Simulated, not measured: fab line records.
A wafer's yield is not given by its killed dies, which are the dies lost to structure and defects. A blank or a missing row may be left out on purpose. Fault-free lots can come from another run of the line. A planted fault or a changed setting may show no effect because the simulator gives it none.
fab line records	flow n5-finfet
record lots=10	wafers=27	last-day=18
route steps=1938 shown WELL_APT@28 PMOS_HMC_CHANNEL_EPI@71 BEOL_M4@1111 PASSIVATION@1936
lots with no fault: from the same line, run without faults
start-h: start of the lot's first displayed wafer, in hours after the record's first day	wait-h: time in hours since the lot's previous step	" as in the row above	L1.1+2: a row that stands for several wafers	- value missing, or start not given	* or withheld: withheld	< > ~ a bound
route shown NAME@n: a module of which the file shows steps, and the number in the route of the first	usual: average and standard deviation across the fault-free wafers	same: alike in all rows	chamber/n: place in a boat	sites: per-site readings	_std_site: standard deviation across them	_edge_site: inner sites' mean taken away from outer sites' mean	radius-mm: for every site, how far away it sits from the centre of the wafer	mask NAME#n: copy n	behind: tool/chamber where the wafer was last shaped	hold: reason for holding the lot/hours on hold/outcome of the hold	device: which transistor (n, p or np) failed to switch	end of line: tests of these same wafers at the route's end	a step without rows: its recipe alone	killed: dies lost to structure and defects at the first sort, not the wafer's yield	map: the dies of a wafer, with x for killed, . for not killed, _ for no die there
set.NAME: the setting the step ran with; set.NAME@STEP: the setting that earlier step ran with	model.NAME: the simulator's own value behind a step, which no gauge read
one table for each step of the route and one row for each wafer, over a sample of lots
services: the hour from which a tool's chamber was out of use, counted from the record's first day as start-h (under 0 if before that day), plus the number of hours and why
## steps
# step N5_WELL_APT_CD_MEAS_08
# recipe target-cd-nm=200	landing-energy-ev=500	detector=se-inlens
# usual cd-nm=199.1/1.9
lot.wafer	tool	chamber	start-h	wait-h	cd-nm
L691.3	cd-sem-02	0	25.76	-	197.8
L691.4	"	0	"	"	198.0
L691.6	"	0	"	"	199.2
L693.3	cd-sem-03	0	37.68	-	199.2
L693.4	"	0	"	"	197.6
L693.5	"	0	"	"	199.4
L695.2	cd-sem-01	0	49.81	-	196.3
L695.3	"	0	"	"	196.5
L695.5	"	0	"	"	197.5
L698.1	cd-sem-02	0	67.68	-	198.3
L698.3	"	0	"	"	200.2
L698.4	"	0	"	"	196.3
L699.1	cd-sem-01	0	73.56	-	202.1
L699.3	"	0	"	"	199.1
L699.6	"	0	"	"	199.9
L706.3	cd-sem-02	0	115.69	-	199.1
L706.4	"	0	"	"	204.0
L708.4	cd-sem-03	0	127.56	-	198.9
L708.6	"	0	"	"	197.1
L709.2	cd-sem-02	0	134.00	-	199.3
L709.4	"	0	"	"	199.0
L710.2	cd-sem-02	0	139.95	-	196.3
L710.3	"	0	"	"	195.8
L710.6	"	0	"	"	195.3
L711.3	cd-sem-02	0	146.07	-	198.3
L711.4	"	0	"	"	199.5
L711.5	"	0	"	"	199.8
# step N5_WELL_APT_INSPECT_27
# recipe mode=adi	inspect-instrument=macro
# usual raw-defect-count=2.0/1.3
lot.wafer	tool	chamber	start-h	wait-h	raw-defect-count
L691.3	defect-inspect-02	-	27.06	0.0	2
L691.4	"	-	"	"	3
L691.6	"	-	"	"	2
L693.3	defect-inspect-01	-	38.88	0.0	1
L693.4	"	-	"	"	1
L693.5	"	-	"	"	3
L695.2	defect-inspect-01	-	51.08	0.0	5
L695.3	"	-	"	"	1
L695.5	"	-	"	"	2
L698.1	defect-inspect-01	-	68.87	0.0	0
L698.3	"	-	"	"	2
L698.4	"	-	"	"	0
L699.1	defect-inspect-01	-	74.99	0.0	1
L699.3	"	-	"	"	0
L699.6	"	-	"	"	0
L706.3	defect-inspect-01	-	117.81	0.0	1
L706.4	"	-	"	"	2
L708.4	defect-inspect-02	-	129.15	0.0	5
L708.6	"	-	"	"	2
L709.2	defect-inspect-02	-	135.42	0.0	3
L709.4	"	-	"	"	3
L710.2	defect-inspect-01	-	141.39	0.0	2
L710.3	"	-	"	"	1
L710.6	"	-	"	"	4
L711.3	defect-inspect-01	-	147.40	0.0	2
L711.4	"	-	"	"	0
L711.5	"	-	"	"	2
# step N5_WELL_APT_EPI_41
# recipe material=Si	target-thk-a=500	temp-c=650	precursor=SiH4/H2	pressure-torr=20	time-s=297.7
# usual run-length-s=360/3.7	throttle-valve-pct=11.4/0.42
lot.wafer	tool	chamber	start-h	wait-h	run-length-s	throttle-valve-pct
L691.3	epi-rpcvd-03	0	28.68	0.4	363	11.5
L691.4	"	0	"	"	363	11.8
L691.6	"	0	"	"	363	11.6
L693.3	epi-rpcvd-03	0	40.31	0.4	364	11.7
L693.4	"	0	"	"	362	11.7
L693.5	"	0	"	"	362	11.9
L695.2	epi-rpcvd-04	0	53.89	0.2	361	11.0
L695.3	"	0	"	"	361	11.1
L695.5	"	0	"	"	363	10.9
L698.1	epi-rpcvd-03	0	70.33	0.0	364	11.8
L698.3	"	0	"	"	362	11.8
L698.4	"	0	"	"	362	11.8
L699.1	epi-rpcvd-01	0	76.12	0.0	355	11.0
L699.3	"	0	"	"	357	11.0
L699.6	"	0	"	"	355	10.9
L706.3	epi-rpcvd-03	0	119.26	0.2	553	11.8
L706.4	"	0	"	"	554	11.6
L708.4	epi-rpcvd-03	0	131.09	0.4	561	11.7
L708.6	"	0	"	"	364	11.9
L709.2	epi-rpcvd-03	0	136.66	0.1	355	11.7
L709.4	"	0	"	"	554	11.4
L710.2	epi-rpcvd-01	0	142.61	0.2	363	11.3
L710.3	"	0	"	"	363	11.1
L710.6	"	0	"	"	364	11.3
L711.3	epi-rpcvd-01	0	148.79	0.4	364	11.3
L711.4	"	0	"	"	364	11.4
L711.5	"	0	"	"	364	11.1
# step N5_PMOS_HMC_CHANNEL_EPI_STRIP_33
# recipe chemistry=N2/H2	power-w=500	temp-c=40	pressure-mtorr=50	rf-frequency-hz=6e+07	overash-fraction=0.3	bias-power-w=8	h2-frac=0.5	n2-flow-sccm=300	h2-flow-sccm=300
# usual drypump-motor-current-A=5.6/0.35	oes-product-au=0.79/0.074	rf-vpp-V=54.0/1.5	showerhead-plenum-p-Torr=3.39/0.087	throttle-valve-pct=18.9/0.36
lot.wafer	tool	chamber	start-h	wait-h	drypump-motor-current-A	oes-product-au	rf-hours-counter-h	rf-vpp-V	showerhead-plenum-p-Torr	throttle-valve-pct
L691.3	rie-diel-06	3	30.12	0.0	5.5	0.79	134	55.4	3.25	19.3
L691.4	"	0	"	"	5.1	0.72	-	55.4	3.48	18.4
L691.6	"	3	"	"	5.6	0.78	-	54.7	3.25	19.3
L693.3	rie-diel-02	2	41.93	0.0	5.5	0.73	159	52.5	3.39	19.1
L693.4	"	2	"	"	5.5	0.73	-	54.9	3.39	19.1
L693.5	"	0	"	"	5.5	0.69	-	55.3	3.46	19.7
L695.2	rie-diel-06	0	55.13	0.0	5.1	0.73	194	54.8	3.47	18.4
L695.3	"	3	"	"	5.5	0.77	141	53.7	3.25	19.3
L695.5	"	2	"	"	6.0	0.92	-	53.3	3.30	18.7
L698.1	rie-diel-04	2	71.85	0.0	6.1	0.76	130	54.0	3.49	18.8
L698.3	"	1	"	"	5.8	0.88	61	54.4	3.28	18.8
L698.4	"	0	"	"	5.9	0.73	184	54.2	3.33	18.5
L699.1	rie-diel-04	1	77.42	0.0	5.9	0.87	62	51.2	3.28	18.8
L699.3	"	2	"	"	6.1	0.76	132	54.0	3.49	18.8
L699.6	"	0	"	"	5.9	0.73	-	55.2	3.33	18.5
L706.3	rie-diel-02	1	120.35	0.0	6.1	0.91	23	55.3	3.44	19.1
L706.4	"	1	"	"	6.1	0.91	-	50.9	3.44	19.2
L708.4	rie-diel-06	1	132.18	0.0	5.4	0.79	126	54.1	3.37	18.9
L708.6	"	3	"	"	5.5	0.77	-	53.7	3.23	19.4
L709.2	rie-diel-02	2	138.18	0.0	5.6	0.73	189	53.4	3.37	19.2
L709.4	"	3	"	"	5.1	0.84	-	55.5	3.43	18.6
L710.2	rie-diel-06	1	144.52	0.0	5.3	0.81	131	54.6	3.37	18.9
L710.3	"	2	"	"	6.0	0.85	44	55.1	3.29	18.8
L710.6	"	2	"	"	6.0	0.85	-	54.0	3.29	18.7
L711.3	rie-diel-04	2	150.20	0.0	6.1	0.73	153	52.8	3.48	18.8
L711.4	"	0	"	"	5.9	0.71	205	53.1	3.32	18.6
L711.5	"	2	"	"	6.1	0.75	-	55.1	3.48	18.9
# step N5_BEOL_M4_RC_MEAS_101
# usual CJ_N=4.37/0.075	CJ_P=5.79/0.19	DIBL_N=37.0/1.7	DIBL_P=36.7/2	IOFF_N=0.17/0.035	IOFF_N_85C=3.2/0.58	IOFF_N_LIN=0.076/0.013	IOFF_P=0.22/0.035	IOFF_P_85C=3.8/0.51	IOFF_P_LIN=0.103/0.013	ION_N=672/12	ION_P=461/7.5	RS_NWELL=1036/6.9	RS_PWELL=3017/24	SS_N=71.6/0.67	SS_P=73.4/0.64	VT_N=250/3.5	VT_P=-250/3.5
lot.wafer	tool	chamber	start-h	wait-h	CJ_N	CJ_P	DIBL_N[mV/V]	DIBL_P[mV/V]	IOFF_N[nA/um]	IOFF_N_85C[nA/um]	IOFF_N_LIN[nA/um]	IOFF_P[nA/um]	IOFF_P_85C[nA/um]	IOFF_P_LIN[nA/um]	ION_N[uA/um]	ION_P[uA/um]	RS_NWELL[ohm/sq]	RS_PWELL[ohm/sq]	SS_N[mV/dec]	SS_P[mV/dec]	VT_N[mV]	VT_P[mV]
L691.3	prober-01	0	176.08	0.3	4.32	5.83	38.7	41.7	0.22	4.0	0.091	0.27	4.5	0.116	674	463	1039	3045	72.6	75.0	248	-248
L691.4	"	0	"	"	4.31	5.80	37.0	39.1	0.16	3.1	0.073	0.20	3.6	0.092	664	454	1039	3025	73.0	73.4	254	-251
L691.6	"	0	"	"	4.37	5.98	35.7	36.9	0.14	2.8	0.062	0.18	3.3	0.086	645	445	1040	3043	72.5	73.1	256	-253
L693.3	prober-01	0	192.97	0.3	4.42	6.09	37.8	36.6	0.17	3.3	0.077	0.21	3.6	0.103	675	459	1039	3017	71.3	73.5	247	-249
L693.4	"	0	"	"	4.37	5.83	36.9	35.6	0.15	3.0	0.070	0.19	3.4	0.096	657	451	1046	3019	71.4	73.4	247	-249
L693.5	"	0	"	"	4.36	5.85	35.3	33.9	0.12	2.6	0.061	0.18	3.2	0.093	650	447	1044	3028	70.9	72.8	252	-250
L695.2	prober-01	0	196.31	0.2	4.31	5.76	38.4	39.0	0.19	3.6	0.085	0.27	4.5	0.116	665	464	1031	3024	72.2	73.6	247	-248
L695.3	"	0	"	"	4.43	5.72	39.2	38.8	0.20	3.7	0.083	0.25	4.2	0.109	668	449	1035	3000	72.3	74.1	249	-249
L695.5	"	0	"	"	4.48	5.66	39.6	39.8	0.21	3.9	0.087	0.27	4.5	0.116	658	454	1036	3009	72.4	74.5	247	-250
L698.1	prober-01	0	219.44	0.0	4.43	5.99	36.7	37.4	0.17	3.2	0.077	0.20	3.7	0.096	681	467	1030	2995	71.9	74.2	252	-252
L698.3	"	0	"	"	4.37	5.95	36.6	37.3	0.16	3.2	0.074	0.20	3.7	0.095	673	464	1042	2997	71.7	73.3	252	-256
L698.4	"	0	"	"	4.32	5.81	36.5	36.7	0.15	2.9	0.069	0.20	3.5	0.091	662	454	1042	3042	71.5	73.5	254	-253
L699.1	prober-02	0	226.97	0.0	4.34	5.80	34.3	35.1	0.13	2.7	0.064	0.18	3.3	0.090	666	454	1046	3005	70.0	72.4	252	-253
L699.3	"	0	"	"	4.28	5.53	36.5	36.9	0.17	3.2	0.078	0.20	3.7	0.097	675	460	1042	2975	71.4	74.1	249	-253
L699.6	"	0	"	"	4.42	5.39	35.7	35.4	0.15	3.0	0.070	0.18	3.3	0.088	666	454	1050	2974	71.4	73.5	253	-255
L706.3	prober-02	0	261.93	0.3	2.54	2.24	74.5	56.8	8.91	93.1	0.403	2.32	27.4	0.282	708	486	967	2344	115.7	90.2	238	-239
L706.4	"	0	"	"	2.52	2.23	51.7	44.3	1.38	19.6	0.161	0.63	9.1	0.165	694	477	967	2372	89.5	79.1	240	-243
L708.4	prober-01	0	297.11	0.5	2.55	2.25	56.6	46.2	2.19	27.9	0.186	0.65	9.4	0.161	692	478	975	2351	95.9	80.2	245	-244
L708.6	"	0	"	"	4.44	5.80	33.9	35.1	0.11	2.4	0.054	0.17	3.0	0.086	653	449	1032	3012	71.3	72.6	256	-254
L709.2	prober-01	0	300.36	0.2	4.32	5.93	36.6	35.7	0.15	2.9	0.067	0.21	3.7	0.104	669	464	1038	2973	71.4	73.2	253	-249
L709.4	"	0	"	"	2.52	2.22	60.7	44.1	2.96	35.4	0.209	0.64	9.3	0.163	694	472	974	2298	102.3	80.1	245	-246
L710.2	prober-02	0	302.36	0.2	4.43	6.07	36.6	36.8	0.13	2.7	0.060	0.17	3.0	0.084	658	447	1032	3035	71.6	73.4	256	-257
L710.3	"	0	"	"	4.33	6.02	39.4	40.1	0.18	3.6	0.079	0.21	3.6	0.096	662	452	1029	3031	72.6	73.8	249	-251
L710.6	"	0	"	"	4.38	6.02	38.0	38.7	0.15	3.0	0.069	0.19	3.3	0.089	664	454	1036	3039	71.6	74.3	253	-254
L711.3	prober-02	0	322.71	0.3	4.38	6.21	35.5	34.4	0.15	2.9	0.070	0.20	3.6	0.101	675	467	1029	3011	72.0	73.6	250	-250
L711.4	"	0	"	"	4.39	5.92	36.0	35.2	0.16	3.1	0.075	0.22	3.8	0.106	678	466	1024	3012	71.8	73.5	246	-249
L711.5	"	0	"	"	4.38	6.00	35.8	34.2	0.14	2.9	0.067	0.20	3.5	0.097	664	461	1028	3020	71.2	73.1	251	-252
# step N5_PASSIVATION_PROBE_49
# usual defect-limited-yield=91.1/1.3	killed_at_M0_to_M3=35/11	killed_at_M4_up=13/5.4	killed-at-contacts=14/6.5	killed-at-front-end=41/11	killed-at-other=4/3.1	killed-dies=106/15	killed-open=69/12	killed-short=35/7	sort_bin_4_leakage=0.01/0.078	sort_bin_5_function=5.2/0.86	sort_bin_6_memory=3.4/0.64	sort-n-pass=1074/15	sort-yield-pct=91.0/1.3
# same gross-dies=1180	killed-at-back-side=0	sort_bin_8_speed[%]=0
lot.wafer	tool	chamber	start-h	wait-h	defect-limited-yield[%]	killed_at_M0_to_M3	killed_at_M4_up	killed-at-contacts	killed-at-front-end	killed-at-other	killed-dies	killed-open	killed-short	sort_bin_4_leakage[%]	sort_bin_5_function[%]	sort_bin_6_memory[%]	sort-n-pass	sort-yield-pct[%]
L706.3	prober-02	-	353.33	0.1	91.7	31	18	11	37	1	98	73	25	91.69	5.0	3.1	0	0
L706.4	prober-02	-	353.38	0.2	91.5	40	9	7	40	4	100	75	24	91.53	5.0	3.5	0	0
L708.4	prober-02	-	406.87	0.2	91.0	51	12	12	28	3	106	62	41	91.02	5.5	3.1	0	0
L708.6	prober-02	-	406.97	0.3	91.9	38	13	10	31	4	96	60	34	0	4.3	3.4	1084	91.9
L709.2	prober-01	-	407.74	0.1	90.8	34	9	19	44	2	108	70	37	0	5.1	3.7	1072	90.8
L709.4	prober-01	-	407.84	0.2	90.8	38	13	19	37	2	109	77	32	90.76	6.0	3.1	0	0
# killed by level:class
L706.3 FIN_SAQP:geometric-particle:open=12 MOL_CONTACT_COAG:geometric-particle:open=8 FIN_SAQP:geometric-particle:short=7 STI_FIN_REVEAL:geometric-particle:open=7 BEOL_M3:geometric-particle:open=6 BEOL_M4:geometric-particle:open=6 BEOL_M0_SAQP:geometric-particle:open=5 BEOL_M1:geometric-particle:open=5
L706.4 STI_FIN_REVEAL:geometric-particle:open=11 FIN_SAQP:geometric-particle:open=10 BEOL_M1:geometric-particle:open=10 BEOL_M0:geometric-particle:open=9 BEOL_M3:geometric-particle:open=8 FIN_SAQP:geometric-particle:short=7 MOL_CONTACT_COAG:geometric-particle:open=6 BEOL_M0_SAQP:geometric-particle:open=5
L708.4 BEOL_M0_SAQP:geometric-particle:short=16 BEOL_M0_SAQP:geometric-particle:open=11 BEOL_M3:geometric-particle:open=8 MOL_CONTACT_COAG:geometric-particle:open=8 BEOL_M5:geometric-particle:open=7 BEOL_M1:geometric-particle:open=6 STI_FIN_REVEAL:geometric-particle:open=5 MOL_CONTACT_COAG:geometric-particle:short=4
L708.6 BEOL_M0_SAQP:geometric-particle:open=12 STI_FIN_REVEAL:geometric-particle:open=8 MOL_CONTACT_COAG:geometric-particle:open=8 BEOL_M1:geometric-particle:open=8 FIN_SAQP:geometric-particle:short=6 BEOL_M0_SAQP:geometric-particle:short=6 BEOL_M2:geometric-particle:open=5 BEOL_M5:geometric-particle:open=5
L709.2 MOL_CONTACT_COAG:geometric-particle:open=14 STI_FIN_REVEAL:geometric-particle:open=13 BEOL_M0_SAQP:geometric-particle:short=11 BEOL_M2:geometric-particle:open=11 STI_FIN_REVEAL:geometric-particle:short=8 BEOL_M0_SAQP:geometric-particle:open=6 FIN_SAQP:geometric-particle:open=5 MOL_CONTACT_COAG:geometric-particle:short=5
L709.4 STI_FIN_REVEAL:geometric-particle:open=18 MOL_CONTACT_COAG:geometric-particle:open=15 BEOL_M0_SAQP:geometric-particle:short=15 BEOL_M0_SAQP:geometric-particle:open=8 BEOL_M3:geometric-particle:open=7 DUMMY_GATE:geometric-particle:open=5 BEOL_M1:geometric-particle:open=5 STI_FIN_REVEAL:geometric-particle:short=4
## services
tool	chamber	start-h	hours	kind
rie-diel-02	1	8.51	8.2	repair
rie-diel-02	0	10.74	3.0	repair
epi-rpcvd-01	-	21.17	27.2	pm
rie-diel-06	2	26.15	4.5	repair
rie-diel-02	1	28.14	-	clean
rie-diel-02	1	28.14	-	consumable-replace:focus-ring
rie-diel-02	1	28.14	14.7	scheduled-down
rie-diel-02	1	28.14	14.7	vent-cycle
rie-diel-06	1	50.96	14.0	repair
rie-diel-06	0	59.86	16.9	repair
rie-diel-02	0	119.59	-	clean
rie-diel-02	0	119.59	-	consumable-replace:focus-ring
rie-diel-02	0	119.59	19.3	scheduled-down
rie-diel-02	0	119.59	19.3	vent-cycle
rie-diel-06	2	136.20	3.6	repair
rie-diel-02	1	146.20	2.6	repair
## key
first-sign step=N5_WELL_APT_EPI_41	reading=run-length-s	direction=up	sigmas=53	usual=*	struck=*
effect step=N5_BEOL_M4_RC_MEAS_101	reading=IOFF_N	direction=up	sigmas=99+	usual=0.17	struck=3.86
effect step=N5_BEOL_M4_RC_MEAS_101	reading=IOFF_N_85C	direction=up	sigmas=71	usual=3.2	struck=44.0
effect step=N5_BEOL_M4_RC_MEAS_101	reading=SS_N	direction=up	sigmas=44	usual=71.6	struck=100.8
effect step=N5_BEOL_M4_RC_MEAS_101	reading=RS_PWELL	direction=down	sigmas=29	usual=3017	struck=2341
effect step=N5_BEOL_M4_RC_MEAS_101	reading=CJ_N	direction=down	sigmas=25	usual=4.37	struck=2.53
effect step=N5_BEOL_M4_RC_MEAS_101	reading=IOFF_P	direction=up	sigmas=24	usual=0.22	struck=1.06
effect step=N5_BEOL_M4_RC_MEAS_101	reading=IOFF_P_85C	direction=up	sigmas=20	usual=3.8	struck=13.8
effect step=N5_BEOL_M4_RC_MEAS_101	reading=CJ_P	direction=down	sigmas=19	usual=5.79	struck=2.23
effect step=N5_BEOL_M4_RC_MEAS_101	reading=SS_P	direction=up	sigmas=14	usual=73.4	struck=82.4
effect step=N5_BEOL_M4_RC_MEAS_101	reading=DIBL_N	direction=up	sigmas=14	usual=37.0	struck=60.9
effect step=N5_BEOL_M4_RC_MEAS_101	reading=IOFF_N_LIN	direction=up	sigmas=13	usual=0.076	struck=0.240
effect step=N5_BEOL_M4_RC_MEAS_101	reading=RS_NWELL	direction=down	sigmas=9.5	usual=1036	struck=971
effect step=N5_PASSIVATION_PROBE_49	reading=sort_bin_4_leakage	direction=up	sigmas=99+	usual=0.01	struck=91.25
met-at N5_WELL_APT_EPI_41
struck-lots L706,L708,L709
struck-wafers L706.3,L706.4,L708.4,L709.4
not-acting-at N5_WELL_APT_CD_MEAS_08,N5_WELL_APT_INSPECT_27,N5_PMOS_HMC_CHANNEL_EPI_STRIP_33
onset-between 70.33 119.26
fault kind=process-parameter-drift	tool=epi-rpcvd-03	chamber=-	onset-h=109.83	steps=N5_WELL_APT_EPI_41	channel=time-s	offset=*	shape=step	end-h=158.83	scope=struck-wafers-only	acts-in=*	stated=*
